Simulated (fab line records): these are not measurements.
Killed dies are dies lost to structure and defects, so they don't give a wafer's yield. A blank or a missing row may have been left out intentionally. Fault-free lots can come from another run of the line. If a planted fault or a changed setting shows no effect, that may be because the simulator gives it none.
fab line records | flow nand-harc
record lots=13 wafers=39 last-day=27
route steps=1159 shown P_GATE@141 P_CONTACT@231
lots that met no fault: from a run of the same line without faults
start-h: start of the lot's first displayed wafer, in hours after the record's first day | wait-h: hours since the lot's step before | " repeats the value in the row above | L1.1+2: a row that stands for several wafers | - no value, or no start was given | * or withheld: withheld | < > ~ a bound
route shown NAME@n: NAME is a module with steps in the file, n the number in the route of the first one | usual: the fault-free wafers' mean and standard deviation | same: alike in all rows | chamber/n: place in a boat | sites: readings site by site | _std_site: standard deviation of those values | _edge_site: mean of outer sites minus mean of inner sites | radius-mm: how far each site lies from the wafer's centre | mask NAME#n: copy n | behind: the tool/chamber that last shaped the wafer | hold: the reason the lot was held/the length of the hold in hours/how it ended | device: names the non-switching transistor (n, p or np) | end of line: the same wafers' tests at the end of the route | a step without rows: its recipe alone | killed: count of dies lost to structure and defects at first sort (not the wafer's yield) | map: the dies of a wafer, with x for killed, . for not killed, _ for no die there
set.NAME: setting as actually run; set.NAME@STEP: the setting as run at that earlier step | model.NAME: the simulator's own value behind a step, which no gauge read
route steps across a sampled set of lots; one table per step, one row per wafer
services: when a tool's chamber went out of use (start-h, in hours from the record's first day, below 0 if earlier), for how many hours, and the reason
## steps
# step NHARC_P_GATE_CD_MEAS_26
# recipe target-cd-nm=120 landing-energy-ev=500
# usual cd-nm=120.3/0.5
# columns lot.wafer tool chamber start-h wait-h cd-nm
L903.2 cd-sem-03 0 97.45 - 119.6
L903.3 " 0 " " 120.4
L903.6 " 0 " " 120.3
L904.1 cd-sem-01 0 97.61 - 120.3
L904.3 " 0 " " 120.6
L904.4 " 0 " " 121.3
L905.1 cd-sem-02 0 105.96 - 121.4
L905.4 " 0 " " 120.4
L905.6 " 0 " " 120.2
L909.2 cd-sem-01 0 132.33 - 121.1
L909.3 " 0 " " 120.3
L909.4 " 0 " " 120.6
L912.1 cd-sem-02 0 143.71 - 120.3
L912.3 " 0 " " 119.7
L912.5 " 0 " " 120.7
L911.3 cd-sem-01 0 144.37 - 121.3
L911.5 " 0 " " 121.0
L911.6 " 0 " " 120.8
L914.2 cd-sem-01 0 170.15 - 120.6
L914.4 " 0 " " 120.3
L914.6 " 0 " " 120.7
L915.4 cd-sem-02 0 170.31 - 119.6
L915.5 " 0 " " 120.2
L915.6 " 0 " " 120.7
L917.2 cd-sem-01 0 183.18 - 120.6
L917.3 " 0 " " 120.7
L917.6 " 0 " " 120.7
L920.2 cd-sem-01 0 197.69 - 119.8
L920.5 " 0 " " 118.7
L920.6 " 0 " " 118.9
L922.1 cd-sem-01 0 207.14 - 120.6
L922.5 " 0 " " 120.2
L922.6 " 0 " " 120.3
L923.1 cd-sem-02 0 217.38 - 120.2
L923.2 " 0 " " 120.8
L923.6 " 0 " " 120.9
L924.2 cd-sem-03 0 220.18 - 120.0
L924.5 " 0 " " 120.0
L924.6 " 0 " " 119.8
# step NHARC_P_GATE_DESCUM_31
# recipe time-s=3 o2-flow-sccm=200 ar-flow-sccm=0 bias-power-w=0 chemistry=O2
# usual drypump-motor-current-A=5.6/0.38 oes-product-au=1.000/0.0067 rf-vpp-V=57.7/0.92 showerhead-plenum-p-Torr=1.87/0.057 throttle-valve-pct=11.311/0.0091
# columns lot.wafer tool chamber start-h wait-h drypump-motor-current-A oes-product-au rf-hours-counter-h rf-vpp-V showerhead-plenum-p-Torr throttle-valve-pct
L903.3 rie-diel-13 0 97.63 0.1 5.4 1.000 54 58.1 1.97 11.313
L903.2 " 3 " " 6.5 1.006 55 57.1 1.78 11.303
L903.6 " 0 " " 5.4 1.008 - 58.8 1.97 11.318
L904.3 rie-diel-04 2 97.82 0.1 5.7 1.002 28 56.9 1.90 11.311
L904.1 " 3 " " 4.9 1.000 28 57.1 1.93 11.318
L904.4 " 0 " " 5.5 0.990 29 56.3 1.81 11.310
L905.4 rie-diel-04 1 106.15 0.1 5.9 0.989 32 58.1 1.91 11.311
L905.1 " 3 " " 4.9 0.997 29 58.8 1.93 11.300
L905.6 " 1 " " 5.9 0.989 - 58.3 1.91 11.320
L909.2 rie-diel-11 2 132.51 0.1 5.8 0.991 41 58.1 1.89 11.317
L909.3 " 0 " " 5.5 1.004 42 57.2 1.81 11.314
L909.4 " 1 " " 5.7 1.002 42 57.2 1.95 11.302
L912.1 rie-diel-13 2 143.90 0.1 5.7 0.994 12 57.9 1.81 11.313
L912.3 " 3 " " 6.5 1.000 12 57.3 1.78 11.317
L912.5 " 1 " " 5.3 1.001 - 59.1 1.88 11.337
L911.3 rie-diel-04 2 144.57 0.1 5.6 1.009 4 57.8 1.90 11.311
L911.5 " 1 " " 5.9 0.997 - 57.6 1.91 11.317
L911.6 " 2 " " 5.7 1.005 - 57.8 1.90 11.316
L914.4 rie-diel-04 2 170.39 0.1 5.6 1.013 9 56.7 1.89 11.332
L914.2 " 0 " " 5.6 1.001 9 57.7 1.80 11.306
L914.6 " 1 " " 5.8 1.004 - 56.0 1.91 11.294
L915.4 rie-diel-04 1 170.54 0.1 5.9 0.997 7 59.9 1.91 11.308
L915.5 " 0 " " 5.5 1.009 - 56.9 1.80 11.325
L915.6 " 1 " " 5.9 1.007 - 58.9 1.91 11.305
L917.2 rie-diel-04 2 183.37 0.1 5.6 1.000 12 58.2 1.89 11.313
L917.3 " 0 " " 5.6 0.997 13 58.9 1.80 11.312
L917.6 " 3 " " 4.9 1.001 - 57.7 1.93 11.326
L920.2 rie-diel-13 3 198.02 0.2 6.5 0.993 31 57.4 1.77 11.312
L920.5 " 2 " " 5.7 0.994 - 57.9 1.81 11.307
L920.6 " 3 " " 6.5 0.994 - 58.8 1.77 11.289
L922.1 rie-diel-04 2 207.34 0.1 5.6 1.003 15 58.9 1.89 11.318
L922.5 " 1 " " 5.9 0.997 - 58.1 1.91 11.309
L922.6 " 2 " " 5.6 1.010 - 56.7 1.89 11.303
L923.1 rie-diel-04 2 217.58 0.1 5.6 1.012 17 58.0 1.89 11.304
L923.2 " 3 " " 4.9 0.991 18 57.2 1.93 11.296
L923.6 " 1 " " 5.9 1.002 - 58.3 1.91 11.300
L924.2 rie-diel-11 3 220.43 0.1 5.7 1.000 8 56.7 1.88 11.311
L924.6 " 0 " " 5.5 1.001 - 57.9 1.80 11.299
L924.5 " 1 " " 5.7 1.010 - 57.6 1.94 11.328
# step NHARC_P_GATE_STRIP_111
# recipe power-w=1500 temp-c=110 time-s=250 chemistry=N2/H2
# usual drypump-motor-current-A=5.8/0.41 heater-power-w=91/6.6
# columns lot.wafer tool chamber start-h wait-h drypump-motor-current-A heater-power-w rf-hours-counter-h
L903.2 plasma-asher-01 0 110.20 0.2 5.7 84 0
L903.3 " 0 " " 5.7 86 -
L903.6 " 1 " " 5.6 85 -
L904.1 plasma-asher-02 0 110.34 0.2 5.2 103 34
L904.3 " 1 " " 6.5 96 -
L904.4 " 0 " " 5.2 100 -
L905.1 plasma-asher-02 1 118.66 0.2 6.5 96 37
L905.4 " 0 " " 5.2 100 -
L905.6 " 0 " " 5.2 100 -
L909.2 plasma-asher-02 0 145.05 0.2 5.2 102 45
L909.3 " 1 " " 6.5 96 -
L909.4 " 0 " " 5.3 101 -
L912.1 plasma-asher-01 0 156.31 0.2 5.7 87 15
L912.3 " 1 " " 5.6 87 -
L912.5 " 0 " " 5.7 88 -
L911.3 plasma-asher-01 1 157.12 0.3 5.6 87 -
L911.6 " 0 " " 5.7 87 -
L911.5 " 1 " " 5.6 85 -
L914.2 plasma-asher-01 0 182.91 0.2 5.7 86 23
L914.4 " 0 " " 5.7 87 -
L914.6 " 0 " " 5.7 86 -
L915.4 plasma-asher-01 1 190.14 0.3 5.6 87 -
L915.5 " 0 " " 5.7 88 -
L915.6 " 1 " " 5.6 88 -
L917.2 plasma-asher-01 1 195.95 0.2 5.6 88 31
L917.3 " 1 " " 5.7 83 -
L917.6 " 1 " " 5.7 88 -
L920.2 plasma-asher-01 0 211.19 0.2 5.7 89 35
L920.6 " 0 " " 5.7 87 -
L920.5 " 1 " " 5.6 84 -
L922.1 plasma-asher-02 1 221.33 0.3 6.5 99 10
L922.5 " 0 " " 5.2 102 -
L922.6 " 1 " " 6.5 96 -
L923.1 plasma-asher-01 1 230.06 0.2 5.6 87 43
L923.2 " 0 " " 5.7 85 43
L923.6 " 1 " " 5.6 88 -
L924.2 plasma-asher-01 0 232.84 0.3 5.7 86 44
L924.6 " 1 " " 5.6 87 -
L924.5 " 0 " " 5.7 88 -
# step NHARC_P_CONTACT_DEVELOP_11
# recipe develop-time-s=35 dev-temp-c=23
# usual developer-temp-C=23.01/0.11
# same develop-time-s=35
# columns lot.wafer tool chamber start-h wait-h developer-temp-C
L903.2 litho-track-01 0 117 - 22.97
L903.3 " 0 " " 22.92
L903.6 " 0 " " 22.89
L904.1 litho-track-04 0 118 - 22.88
L904.3 " 0 " " 23.05
L904.4 " 0 " " 22.89
L905.1 litho-track-06 0 126 - 23.22
L905.4 " 0 " " 23.15
L905.6 " 0 " " 23.10
L909.2 litho-track-06 0 152 - 22.89
L909.3 " 0 " " 22.95
L909.4 " 0 " " 22.91
L912.1 litho-track-01 0 164 - 23.96
L912.3 " 0 " " 24.02
L912.5 " 0 " " 24.06
L911.3 litho-track-04 0 164 - 23.00
L911.5 " 0 " " 22.98
L911.6 " 0 " " 22.94
L914.2 litho-track-04 0 191 - 23.00
L914.4 " 0 " " 22.99
L914.6 " 0 " " 23.02
L915.4 litho-track-01 0 197 - 23.86
L915.5 " 0 " " 23.91
L915.6 " 0 " " 23.67
L917.2 litho-track-06 0 203 - 23.18
L917.3 " 0 " " 23.05
L917.6 " 0 " " 23.14
L920.2 litho-track-06 0 218 - 23.01
L920.5 " 0 " " 22.94
L920.6 " 0 " " 22.95
L922.1 litho-track-04 0 228 - 23.05
L922.5 " 0 " " 23.14
L922.6 " 0 " " 23.02
L923.1 litho-track-06 0 238 - 23.14
L923.2 " 0 " " 23.03
L923.6 " 0 " " 22.92
L924.2 litho-track-04 0 240 - 23.12
L924.5 " 0 " " 23.08
L924.6 " 0 " " 23.06
## services
# columns tool chamber start-h hours kind
rie-diel-04 0 90.91 - clean
rie-diel-04 1 90.91 - clean
rie-diel-04 2 90.91 - clean
rie-diel-04 3 90.91 - clean
litho-track-01 - 93.00 7.0 pm
plasma-asher-01 - 99.00 9.0 pm
plasma-asher-01 0 99.00 9.0 vent-cycle
plasma-asher-01 1 99.00 9.0 vent-cycle
rie-diel-13 - 99.20 9.0 pm
plasma-asher-02 - 107.91 1.4 repair
plasma-asher-01 0 108.00 - clean
plasma-asher-01 1 108.00 - clean
rie-diel-04 - 111.98 9.0 pm
rie-diel-04 0 111.98 9.0 vent-cycle
rie-diel-04 1 111.98 9.0 vent-cycle
litho-track-06 - 117.00 7.0 pm
rie-diel-11 0 136.05 3.2 repair
rie-diel-04 1 137.93 4.7 repair
litho-track-04 - 141.00 7.0 pm
plasma-asher-02 - 183.12 9.0 pm
rie-diel-11 - 189.65 9.0 pm
rie-diel-04 - 191.45 2.7 repair
rie-diel-13 2 225.68 4.4 repair
rie-diel-04 2 233.99 2.6 repair
## key
first-sign step=NHARC_P_CONTACT_DEVELOP_11 reading=developer-temp-C direction=up sigmas=8.2 usual=* struck=*
effect none on later readings
met-at NHARC_P_CONTACT_DEVELOP_11
struck-lots L912,L915
tester-left-out L912,L915
not-acting-at NHARC_P_GATE_CD_MEAS_26,NHARC_P_GATE_DESCUM_31,NHARC_P_GATE_STRIP_111
onset-between 117 164
fault kind=process-parameter-drift tool=litho-track-01 chamber=- onset-h=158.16 steps=NHARC_P_CONTACT_DEVELOP_11 channel=dev-temp-c offset=* shape=step end-h=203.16 acts-in=* stated=*
# tester-left-out: of these lots the tester's yield and bins aren't shown, on N5 and GAA mostly nor the transistor test; their killed dies are dies lost to structure and defects alone, not to doping, threshold or leakage, so they don't give the yield
